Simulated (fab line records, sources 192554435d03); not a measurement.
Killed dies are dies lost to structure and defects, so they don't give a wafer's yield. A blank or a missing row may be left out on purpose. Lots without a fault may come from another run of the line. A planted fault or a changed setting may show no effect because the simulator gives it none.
fab line records | flow n5_finfet
record lots=7 wafers=21
route steps=1938 shown BEOL_M5@1123 BEOL_M6@1212 BEOL_M8@1336
start_h: hours from the record's first day to the start of the lot's first wafer shown | wait_h: hours since the lot's step before | " the same as in the row above | L1.1+2: a row that stands for several wafers | - no value, or no start given | * or withheld: withheld | < > ~ a bound
route shown NAME@n: a module of which the file shows steps, and the number in the route of the first | usual: mean/standard deviation of fault-free wafers | same: alike in all rows | chamber/n: place in a boat | sites: the reading at each site | _std_site: their standard deviation | _edge_site: outer sites' mean less inner sites' | radius_mm: how far each site lies from the wafer's centre | mask NAME#n: copy n | behind: the tool/chamber that last shaped the wafer | hold: why the lot was held/for how many hours/how that ended | device: the transistor (n, p or np) that didn't switch | end of line: the same wafers' tests at the end of the route | a step without rows: its recipe alone | killed: dies lost to structure and defects at the first sort, not the wafer's yield | map: a wafer's dies, x killed, . not, _ none there
set.NAME: the setting as run; set.NAME@STEP: as run at that earlier step | model.NAME: the simulator's own value behind a step, which no gauge read
lots whose settings were changed on purpose; a table a step, a row a wafer
## steps
# step N5_BEOL_M5_EXPOSE_08
# recipe mask_id=M5 na=0.33 source_shape=annular sigma_inner=0.4 sigma_outer=0.8 polarization=unpolarized target_cd_nm=28 dose_mj=35.75
# columns lot.wafer tool chamber start_h wait_h mask set.dose_mj
L078.1+2 euv_scanner-02 0 208.59 - M5#0 34.02
L078.3 " 0 " " M5#0 35.75
L074.2 euv_scanner-01 0 215.85 - M5#0 34.46
L074.4+6 " 0 " " M5#0 35.75
L080.2 euv_scanner-01 0 224.17 - M5#0 35.75
L080.3+6 " 0 " " M5#0 33.9
L089.1+4 euv_scanner-01 0 313.86 - M5#0 37.13
L089.6 " 0 " " M5#0 35.75
L094.1+3 euv_scanner-02 0 349.28 - M5#0 36.55
L094.4 " 0 " " M5#0 35.75
L093.3+4+6 euv_scanner-02 0 354.15 - M5#0 35.75
L095.1+4+5 euv_scanner-02 0 360.82 - M5#0 35.75
# step N5_BEOL_M5_PEB_09
# recipe peb_temp_c=100 peb_time_s=60 resist=CAR-EUV
# step N5_BEOL_M5_DEVELOP_10
# recipe develop_time_s=30 developer=TMAH resist=CAR-EUV rinse_liquid=surfactant_rinse dry=air_spin dev_temp_c=23
# step N5_BEOL_M5_CD_MEAS_11
# recipe target_cd_nm=27.74 landing_energy_ev=500 detector=se_inlens
# usual cd_nm=28.06/0.26
# columns lot.wafer tool chamber start_h wait_h set.dose_mj@BEOL_M5_EXPOSE_08 cd_nm
L078.1 cd_sem-02 0 208.72 - 34.02 27.05
L078.2 " 0 " " 34.02 26.52
L078.3 " 0 " " 35.75 28.69
L074.2 cd_sem-02 0 215.98 - 34.46 26.93
L074.4 " 0 " " 35.75 28.28
L074.6 " 0 " " 35.75 27.80
L080.2 cd_sem-02 0 224.30 - 35.75 28.47
L080.3 " 0 " " 33.9 27.11
L080.6 " 0 " " 33.9 27.25
L089.1 cd_sem-02 0 313.99 - 37.13 29.35
L089.4 " 0 " " 37.13 28.84
L089.6 " 0 " " 35.75 27.91
L094.1 cd_sem-03 0 349.41 - 36.55 28.69
L094.3 " 0 " " 36.55 28.77
L094.4 " 0 " " 35.75 28.27
L093.3 cd_sem-02 0 354.27 - 35.75 28.10
L093.4 " 0 " " 35.75 28.08
L093.6 " 0 " " 35.75 27.88
L095.1 cd_sem-01 0 360.95 - 35.75 27.84
L095.4 " 0 " " 35.75 27.94
L095.5 " 0 " " 35.75 28.26
# step N5_BEOL_M5_DESCUM_16
# recipe chemistry=O2 time_s=7 source_power_w=50 bias_power_w=20 pressure_mtorr=20 rf_frequency_hz=2.712e+07 temp_c=40 resist=CAR-EUV o2_flow_sccm=225
# columns lot.wafer tool chamber start_h wait_h set.time_s set.dose_mj@BEOL_M5_EXPOSE_08 model.BEOL_M5.cd_nm
L078.1 rie_diel-06 3 208.84 0.0 7 34.02 27
L078.2 " 0 " " 7 34.02 26.8
L078.3 " 2 " " 7 35.75 28
L074.2 rie_diel-01 2 216.10 0.0 7.552 34.46 27
L074.4 " 3 " " 7.552 35.75 27.8
L074.6 " 2 " " 7 35.75 28
L080.2 rie_diel-05 3 224.61 0.2 7 35.75 28.6
L080.3 " 0 " " 7 33.9 27.2
L080.6 " 1 " " 7 33.9 27.4
L089.1 rie_diel-05 1 314.22 0.1 7 37.13 29.2
L089.4 " 2 " " 5.83 37.13 28.4
L089.6 " 0 " " 5.83 35.75 27.8
L094.1 rie_diel-05 3 349.53 0.0 7 36.55 28.8
L094.3 " 1 " " 5.915 36.55 28.8
L094.4 " 2 " " 5.915 35.75 28
L093.3 rie_diel-05 0 354.45 0.1 7 35.75 28.2
L093.4 " 3 " " 7 35.75 28.4
L093.6 " 0 " " 7.658 35.75 28.2
L095.1 rie_diel-06 0 361.07 0.0 7 35.75 27.8
L095.4+5 " 2,3 " " 7 35.75 28
# step N5_BEOL_M5_ETCH_72
# recipe chemistry=N2/H2 target=underlayer target_depth_a=65 mask_material=CAR-EUV time_s=5.2 ion_energy_ev=200 pressure_mtorr=30 source_w=840 bias_w=150 n2_flow_sccm=200 h2_flow_sccm=200 ends=cleared
# columns lot.wafer tool chamber start_h wait_h set.dose_mj@BEOL_M5_EXPOSE_08 model.BEOL_M5.cd_nm
L078.1 rie_diel-06 3 208.87 0.0 34.02 27
L078.2 " 0 " " 34.02 26.6
L078.3 " 2 " " 35.75 28.2
L074.2 rie_diel-01 2 216.13 0.0 34.46 27
L074.4 " 3 " " 35.75 27.8
L074.6 " 2 " " 35.75 28.2
L080.2 rie_diel-05 3 224.64 0.0 35.75 28.6
L080.3+6 " 0,1 " " 33.9 27.4
L089.1 rie_diel-05 1 314.25 0.0 37.13 29.2
L089.4 " 2 " " 37.13 28.6
L089.6 " 0 " " 35.75 27.8
L094.1+3 rie_diel-05 3,1 349.57 0.0 36.55 28.8
L094.4 " 2 " " 35.75 28
L093.3+6 rie_diel-05 0 354.49 0.0 35.75 28.2
L093.4 " 3 " " 35.75 28.6
L095.1 rie_diel-06 0 361.11 0.0 35.75 27.6
L095.4+5 " 2,3 " " 35.75 28
# step N5_BEOL_M5_ETCH_61
# recipe chemistry=CF4 target=SiARC target_depth_a=156 mask_material=CAR-EUV time_s=26 ion_energy_ev=80 pressure_mtorr=40 source_w=545 bias_w=36 Ar_flow_sccm=100 cf4_flow_sccm=100 ends=cleared
# columns lot.wafer tool chamber start_h wait_h set.dose_mj@BEOL_M5_EXPOSE_08 model.BEOL_M5.cd_nm
L078.1 rie_diel-06 3 208.89 0.0 34.02 27
L078.2 " 0 " " 34.02 26.6
L078.3 " 2 " " 35.75 28
L074.2 rie_diel-01 2 216.15 0.0 34.46 27
L074.4 " 3 " " 35.75 28
L074.6 " 2 " " 35.75 28.2
L080.2 rie_diel-05 3 224.66 0.0 35.75 28.4
L080.3+6 " 0,1 " " 33.9 27.4
L089.1 rie_diel-05 1 314.27 0.0 37.13 29.2
L089.4 " 2 " " 37.13 28.4
L089.6 " 0 " " 35.75 27.8
L094.1 rie_diel-05 3 349.59 0.0 36.55 28.8
L094.3 " 1 " " 36.55 29
L094.4 " 2 " " 35.75 27.8
L093.3 rie_diel-05 0 354.50 0.0 35.75 28.2
L093.4 " 3 " " 35.75 28.6
L093.6 " 0 " " 35.75 28
L095.1 rie_diel-06 0 361.12 0.0 35.75 27.8
L095.4+5 " 2,3 " " 35.75 28.2
# step N5_BEOL_M5_ETCH_62
# recipe chemistry=N2/H2 target=SOC target_depth_a=750 overetch_a=150 mask_material=SiARC temp_c=40 time_s=112.5 ion_energy_ev=200 pressure_mtorr=30 source_w=840 bias_w=150 n2_flow_sccm=200 h2_flow_sccm=200
# columns lot.wafer tool chamber start_h wait_h set.dose_mj@BEOL_M5_EXPOSE_08 model.BEOL_M5.cd_nm
L078.1 rie_diel-06 3 208.92 0.0 34.02 26.6
L078.2 " 0 " " 34.02 26.8
L078.3 " 2 " " 35.75 28.2
L074.2 rie_diel-01 2 216.18 0.0 34.46 27.4
L074.4 " 3 " " 35.75 27.6
L074.6 " 2 " " 35.75 28.4
L080.2 rie_diel-05 3 224.69 0.0 35.75 28.2
L080.3+6 " 0,1 " " 33.9 27.4
L089.1 rie_diel-05 1 314.30 0.0 37.13 28.8
L089.4 " 2 " " 37.13 28.2
L089.6 " 0 " " 35.75 27.8
L094.1+3 rie_diel-05 3,1 349.61 0.0 36.55 28.6
L094.4 " 2 " " 35.75 27.8
L093.3+4+6 rie_diel-05 0,3,0 354.53 0.0 35.75 28.4
L095.1 rie_diel-06 0 361.15 0.0 35.75 28
L095.4+5 " 2,3 " " 35.75 28.2
# step N5_BEOL_M5_STRIP_63
# recipe chemistry=N2/H2 temp_c=40 n2_flow_sccm=200 h2_flow_sccm=200 rf_frequency_hz=6e+07
# step N5_BEOL_M5_STRIP_73
# recipe chemistry=N2/H2 temp_c=40 n2_flow_sccm=200 h2_flow_sccm=200 rf_frequency_hz=6e+07
# step N5_BEOL_M5_STRIP_64
# recipe chemistry=CF4 resist=SiARC power_w=300 bias_power_w=75 pressure_mtorr=50 cf4_flow_sccm=150 rf_frequency_hz=6e+07
# step N5_BEOL_M5_HM_OPEN_17
# recipe chemistry=Cl2/BCl3 target_depth_a=200 overetch_a=60 target=TiN mask_material=SOC ion_energy_ev=150 pressure_mtorr=10 icp_w=1000 bias_w=126 Cl2_flow_sccm=53.25 bcl3_flow_sccm=21.75 Ar_flow_sccm=25
# columns lot.wafer tool chamber start_h wait_h set.dose_mj@BEOL_M5_EXPOSE_08 model.BEOL_M5.cd_nm
L078.1 rie_metal-01 1 209.09 0.0 34.02 26.6
L078.2 " 1 " " 34.02 26.8
L078.3 " 1 " " 35.75 28.2
L074.2 rie_metal-01 1 216.38 0.1 34.46 27.4
L074.4 " 1 " " 35.75 27.6
L074.6 " 1 " " 35.75 28.4
L080.2 rie_metal-02 0 224.85 0.0 35.75 28.4
L080.3+6 " 0,1 " " 33.9 27.4
L089.1 rie_metal-02 1 314.47 0.0 37.13 29
L089.4 " 1 " " 37.13 28.2
L089.6 " 1 " " 35.75 27.8
L094.1 rie_metal-03 1 349.78 0.0 36.55 28.4
L094.3 " 1 " " 36.55 28.6
L094.4 " 1 " " 35.75 27.8
L093.3+4+6 rie_metal-01 0,1,1 354.73 0.1 35.75 28.2
L095.1+5 rie_metal-01 1 361.32 0.0 35.75 28
L095.4 " 0 " " 35.75 28.2
# step N5_BEOL_M5_TRENCH_ETCH_37
# recipe chemistry=C4F6/O2 target_depth_a=716.52 target=SiCOH_lowk time_s=24.7 ion_energy_ev=250 pressure_mtorr=30 source_w=345 bias_w=185 Ar_flow_sccm=300 C4F6_flow_sccm=10 O2_flow_sccm=10
# usual rf_vpp_V=669/14
# columns lot.wafer tool chamber start_h wait_h set.bias_w rf_vpp_V
L078.1 rie_diel-01 1 - - 185 687
L078.2 " 2 " " 185 662
L078.3 " 0 " " 209.4 743
L074.2 rie_diel-05 3 - - 185 636
L074.4 " 2 " " 173.1 618
L074.6 " 0 " " 185 682
L080.2 rie_diel-05 0 - - 185 684
L080.3 " 3 " " 185 637
L080.6 " 3 " " 157 560
L089.1 rie_diel-05 3 - - 185 635
L089.4 " 1 " " 157.7 593
L089.6 " 3 " " 185 635
L094.1 rie_diel-06 2 - - 185 682
L094.3 " 3 " " 174.1 632
L094.4 " 2 " " 185 682
L093.3 rie_diel-06 3 - - 204.2 716
L093.4 " 1 " " 185 669
L093.6 " 1 " " 185 669
L095.1 rie_diel-06 3 - - 185 664
L095.4 " 1 " " 185 669
L095.5 " 2 " " 185 681
# step N5_BEOL_M5_ETCH_41
# recipe chemistry=CH3F/O2 target=SiCN target_depth_a=315 taper_deg=2 time_s=56.7 ion_energy_ev=120 mask_material=TiN pressure_mtorr=30 source_w=395 bias_w=75 Ar_flow_sccm=150 CH3F_flow_sccm=30 O2_flow_sccm=20
# step N5_BEOL_M5_STRIP_91
# recipe chemistry=N2/H2 time_s=10 power_w=450 temp_c=40 pressure_mtorr=20 rf_frequency_hz=6e+07 bias_power_w=7 n2_flow_sccm=200 h2_flow_sccm=200
# step N5_BEOL_M5_PRECLEAN_42
# recipe chemistry=residue_remover time_s=60 temp_c=40
# step N5_BEOL_M5_SRD_43
# recipe time_s=30 temp_c=23 rinse_liquid=diw dry=ipa_marangoni
# step N5_BEOL_M5_CD_MEAS_35
# recipe target_cd_nm=28 target_cd_y_nm=24 polarity=opening
# usual cd_nm=28.0/0.33
# columns lot.wafer tool chamber start_h wait_h set.dose_mj@BEOL_M5_EXPOSE_08 cd_nm
L078.1 cd_sem-02 - 210.74 0.0 34.02 26.7
L078.2 " - " " 34.02 26.7
L078.3 " - " " 35.75 28.2
L074.2 cd_sem-01 - 218.29 0.0 34.46 27.1
L074.4 " - " " 35.75 27.8
L074.6 " - " " 35.75 28.4
L080.2 cd_sem-01 - 228.01 0.0 35.75 28.4
L080.3 " - " " 33.9 27.0
L080.6 " - " " 33.9 27.0
L089.1 cd_sem-03 - 317.42 0.0 37.13 29.3
L089.4 " - " " 37.13 28.5
L089.6 " - " " 35.75 27.9
L094.1 cd_sem-02 - 351.21 0.0 36.55 28.5
L094.3 " - " " 36.55 28.5
L094.4 " - " " 35.75 27.9
L093.3 cd_sem-03 - 355.94 0.0 35.75 28.2
L093.4 " - " " 35.75 28.6
L093.6 " - " " 35.75 28.2
L095.1 cd_sem-02 - 364.50 0.0 35.75 28.3
L095.4 " - " " 35.75 28.2
L095.5 " - " " 35.75 27.5
# step N5_BEOL_M6_ETCH_62
# recipe chemistry=N2/H2 target=SOC target_depth_a=1100 overetch_a=220 mask_material=SiARC temp_c=40 time_s=165 ion_energy_ev=200 pressure_mtorr=30 source_w=840 bias_w=150 n2_flow_sccm=200 h2_flow_sccm=200
# columns lot.wafer tool chamber start_h wait_h set.time_s
L078.1+3 rie_diel-04 1,0 224.08 0.0 177.7
L078.2 " 3 " " 165
L074.2 rie_diel-02 0 231.61 0.0 165
L074.4+6 " 1,2 " " 197.4
L080.2+3+6 rie_diel-02 2,1,2 239.83 0.0 165
L089.1+4+6 rie_diel-02 2,0,2 327.40 0.0 165
L094.1+4 rie_diel-04 3,2 362.98 0.0 165
L094.3 " 1 " " 178.5
L093.3+4+6 rie_diel-02 0,3,0 365.60 0.0 192.8
L095.1+4+5 rie_diel-03 2,0,2 375.10 0.0 165
# step N5_BEOL_M6_STRIP_68
# recipe chemistry=N2/H2 temp_c=40 n2_flow_sccm=200 h2_flow_sccm=200 rf_frequency_hz=6e+07
# step N5_BEOL_M6_STRIP_67
# recipe chemistry=CF4 resist=SiARC power_w=300 bias_power_w=75 pressure_mtorr=50 cf4_flow_sccm=150 rf_frequency_hz=6e+07
# step N5_BEOL_M6_HM_OPEN_17
# recipe chemistry=Cl2/BCl3 target_depth_a=200 overetch_a=60 target=TiN mask_material=SOC ion_energy_ev=150 pressure_mtorr=10 icp_w=1000 bias_w=126 Cl2_flow_sccm=53.25 bcl3_flow_sccm=21.75 Ar_flow_sccm=25
# columns lot.wafer tool chamber start_h wait_h set.time_s@BEOL_M6_ETCH_62 model.etch.depth_nm
L078.1 rie_metal-03 0 224.27 0.0 177.7 18.49
L078.2 " 0 " " 165 19.54
L078.3 " 0 " " 177.7 18.68
L074.2 rie_metal-01 1 231.80 0.0 165 20.33
L074.4 " 1 " " 197.4 16.77
L074.6 " 1 " " 197.4 16.81
L080.2 rie_metal-02 1 240.02 0.0 165 20.49
L080.3 " 1 " " 165 20.89
L080.6 " 1 " " 165 20.69
L089.1 rie_metal-01 0 327.59 0.0 165 19.99
L089.4 " 1 " " 165 20.04
L089.6 " 0 " " 165 20.16
L094.1 rie_metal-01 1 363.17 0.0 165 19.85
L094.3 " 1 " " 178.5 18.47
L094.4 " 0 " " 165 20.26
L093.3 rie_metal-01 0 365.81 0.1 192.8 17.78
L093.4 " 1 " " 192.8 17.47
L093.6 " 1 " " 192.8 17.61
L095.1 rie_metal-02 0 375.29 0.0 165 19.73
L095.4 " 1 " " 165 20.1
L095.5 " 0 " " 165 19.65
# step N5_BEOL_M6_COAT_22
# recipe resist=CAR-EUV spin_rpm=1500 resist_thk_nm=30
# columns lot.wafer tool chamber start_h wait_h set.spin_rpm model.CAR-EUV_of_BEOL_M6_COAT_22.thk_nm
L078.1 litho_track-03 0 - - 1500 30
L078.2 " 0 " " 1449 30.6
L078.3 " 0 " " 1449 30.4
L074.2+6 litho_track-03 0 - - 1500 30
L074.4 " 0 " " 1500 29.8
L080.2+6 litho_track-03 0 - - 1500 30.2
L080.3 " 0 " " 1409 31
L089.1 litho_track-01 0 - - 1584 29.2
L089.4 " 0 " " 1500 30
L089.6 " 0 " " 1584 29
L094.1+3 litho_track-04 0 - - 1500 29.8
L094.4 " 0 " " 1419 30.8
L093.3+6 litho_track-01 0 - - 1500 30.2
L093.4 " 0 " " 1500 30
L095.1+4 litho_track-03 0 - - 1500 29.8
L095.5 " 0 " " 1500 30
# step N5_BEOL_M6_EBR_24
# recipe solvent=PGMEA ebr_width_mm=1.5
# step N5_BEOL_M6_SOFTBAKE_23
# recipe temp_c=110 time_s=60 resist=CAR-EUV
# step N5_BEOL_M6_EXPOSE_25
# recipe mask_id=V5 na=0.33 source_shape=annular sigma_inner=0.4 sigma_outer=0.8 polarization=unpolarized target_cd_nm=40 dose_mj=45
# step N5_BEOL_M6_PEB_26
# recipe peb_temp_c=100 peb_time_s=60 resist=CAR-EUV
# step N5_BEOL_M6_DEVELOP_27
# recipe develop_time_s=30 developer=TMAH resist=CAR-EUV rinse_liquid=surfactant_rinse dry=air_spin dev_temp_c=23
# columns lot.wafer tool chamber start_h wait_h set.spin_rpm@BEOL_M6_COAT_22 model.CAR-EUV_of_BEOL_M6_COAT_22.thk_nm
L078.1 litho_track-01 0 - - 1500 29.4
L078.2+3 " 0 " " 1449 30
L074.2 litho_track-03 0 - - 1500 29.6
L074.4+6 " 0 " " 1500 29.4
L080.2+6 litho_track-04 0 - - 1500 29.6
L080.3 " 0 " " 1409 30.6
L089.1+6 litho_track-01 0 - - 1584 28.6
L089.4 " 0 " " 1500 29.6
L094.1+3 litho_track-03 0 - - 1500 29.4
L094.4 " 0 " " 1419 30.2
L093.3 litho_track-04 0 - - 1500 29.8
L093.4+6 " 0 " " 1500 29.6
L095.1+4+5 litho_track-03 0 - - 1500 29.4
# step N5_BEOL_M8_HM_DEP_02
# recipe material=TiN target_thk_a=200 temp_c=25 chamber_pressure_pa=0.49996
# columns lot.wafer tool chamber start_h wait_h set.target_thk_a model.TiN_of_BEOL_M8_HM_DEP_02.thk_nm
L078.1 pvd_sputter-01 - 239.90 2.3 200 19.8
L078.2+3 " - " " 200 20
L074.2 pvd_sputter-02 - 248.45 1.3 200 19.6
L074.4 " - " " 189.4 18.6
L074.6 " - " " 189.4 19.2
L080.2 pvd_sputter-01 - 257.99 1.4 200 19.8
L080.3 " - " " 200 20
L080.6 " - " " 226.9 22.6
L089.1+4 pvd_sputter-01 - 343.24 1.0 200 19.8
L089.6 " - " " 200 20.2
L094.1+4 pvd_sputter-02 - 375.13 0.7 200 19.8
L094.3 " - " " 200 20
L093.3+4 pvd_sputter-01 - 378.10 0.7 200 20.2
L093.6 " - " " 173.1 17.2
L095.1 pvd_sputter-03 - 394.57 1.3 200 19.6
L095.4 " - " " 200 20.2
L095.5 " - " " 200 20
# step N5_BEOL_M8_DEVELOP_10
# recipe develop_time_s=30 developer=TMAH resist=CAR-ArF rinse_liquid=diw dry=air_spin dev_temp_c=23
# columns lot.wafer tool chamber start_h wait_h set.develop_time_s
L078.1+2 litho_track-05 0 - - 30
L078.3 " 0 " " 34.4
L074.2+4+6 litho_track-05 0 - - 30
L080.2+6 litho_track-05 0 - - 25.81
L080.3 " 0 " " 30
L089.1+4 litho_track-01 0 - - 35.62
L089.6 " 0 " " 30
L094.1+3+4 litho_track-05 0 - - 30
L093.3+4 litho_track-01 0 - - 30
L093.6 " 0 " " 35.69
L095.1+4+5 litho_track-01 0 - - 30
# step N5_BEOL_M8_STRIP_68
# recipe chemistry=N2/H2 temp_c=40 n2_flow_sccm=200 h2_flow_sccm=200 rf_frequency_hz=6e+07
# step N5_BEOL_M8_STRIP_67
# recipe chemistry=CF4 resist=SiARC power_w=300 bias_power_w=75 pressure_mtorr=50 cf4_flow_sccm=150 rf_frequency_hz=6e+07
# step N5_BEOL_M8_HM_OPEN_17
# recipe chemistry=Cl2/BCl3 target_depth_a=200 overetch_a=60 target=TiN mask_material=SOC ion_energy_ev=150 pressure_mtorr=10 icp_w=1000 bias_w=126 Cl2_flow_sccm=53.25 bcl3_flow_sccm=21.75 Ar_flow_sccm=25
# columns lot.wafer tool chamber start_h wait_h set.target_thk_a@BEOL_M8_HM_DEP_02 model.etch.depth_nm
L078.1 rie_metal-01 0 240.80 0.0 200 19.8
L078.2 " 1 " " 200 19.91
L078.3 " 1 " " 200 20.05
L074.2 rie_metal-01 0 249.77 0.0 200 19.64
L074.4 " 0 " " 189.4 18.59
L074.6 " 0 " " 189.4 19.1
L080.2 rie_metal-02 0 258.92 0.0 200 19.84
L080.3 " 0 " " 200 20.04
L080.6 " 1 " " 226.9 22.5
L089.1 rie_metal-02 0 343.98 0.0 200 19.8
L089.4 " 0 " " 200 19.86
L089.6 " 1 " " 200 20.13
L094.1 rie_metal-03 1 376.00 0.0 200 19.76
L094.3 " 1 " " 200 19.97
L094.4 " 0 " " 200 19.74
L093.3 rie_metal-03 0 379.25 0.1 200 20.19
L093.4 " 1 " " 200 20.22
L093.6 " 1 " " 173.1 17.17
L095.1 rie_metal-02 1 395.61 0.0 200 19.53
L095.4 " 0 " " 200 20.11
L095.5 " 0 " " 200 20.03
## key
split step=N5_BEOL_M5_EXPOSE_08 setting=dose_mj stated=35.75 by=wafer
response step=N5_BEOL_M5_CD_MEAS_11 reading=cd_nm change=+0.306 per=1% r=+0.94
response step=N5_BEOL_M5_DESCUM_16 reading=model.BEOL_M5.cd_nm change=+0.252 per=1% r=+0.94
response step=N5_BEOL_M5_ETCH_72 reading=model.BEOL_M5.cd_nm change=+0.272 per=1% r=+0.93
response step=N5_BEOL_M5_ETCH_61 reading=model.BEOL_M5.cd_nm change=+0.256 per=1% r=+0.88
response step=N5_BEOL_M5_ETCH_62 reading=model.BEOL_M5.cd_nm change=+0.217 per=1% r=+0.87
response step=N5_BEOL_M5_HM_OPEN_17 reading=model.BEOL_M5.cd_nm change=+0.232 per=1% r=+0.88
response step=N5_BEOL_M5_CD_MEAS_35 reading=cd_nm change=+0.281 per=1% r=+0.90
split step=N5_BEOL_M5_DESCUM_16 setting=time_s stated=7 by=wafer
response none clear
split step=N5_BEOL_M5_TRENCH_ETCH_37 setting=bias_w stated=185 by=wafer
response step=N5_BEOL_M5_TRENCH_ETCH_37 reading=rf_vpp_V change=+5.08 per=1% r=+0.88
split step=N5_BEOL_M6_ETCH_62 setting=time_s stated=165 by=wafer
response step=N5_BEOL_M6_HM_OPEN_17 reading=model.etch.depth_nm change=-0.176 per=1% r=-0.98
split step=N5_BEOL_M6_COAT_22 setting=spin_rpm stated=1500 by=wafer
response step=N5_BEOL_M6_COAT_22 reading=model.CAR-EUV_of_BEOL_M6_COAT_22.thk_nm change=-0.156 per=1% r=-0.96
response step=N5_BEOL_M6_DEVELOP_27 reading=model.CAR-EUV_of_BEOL_M6_COAT_22.thk_nm change=-0.166 per=1% r=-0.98
split step=N5_BEOL_M8_HM_DEP_02 setting=target_thk_a stated=200 by=wafer
response step=N5_BEOL_M8_HM_DEP_02 reading=model.TiN_of_BEOL_M8_HM_DEP_02.thk_nm change=+0.206 per=1% r=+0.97
response step=N5_BEOL_M8_HM_OPEN_17 reading=model.etch.depth_nm change=+0.204 per=1% r=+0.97
split step=N5_BEOL_M8_DEVELOP_10 setting=develop_time_s stated=30 by=wafer
response none clear
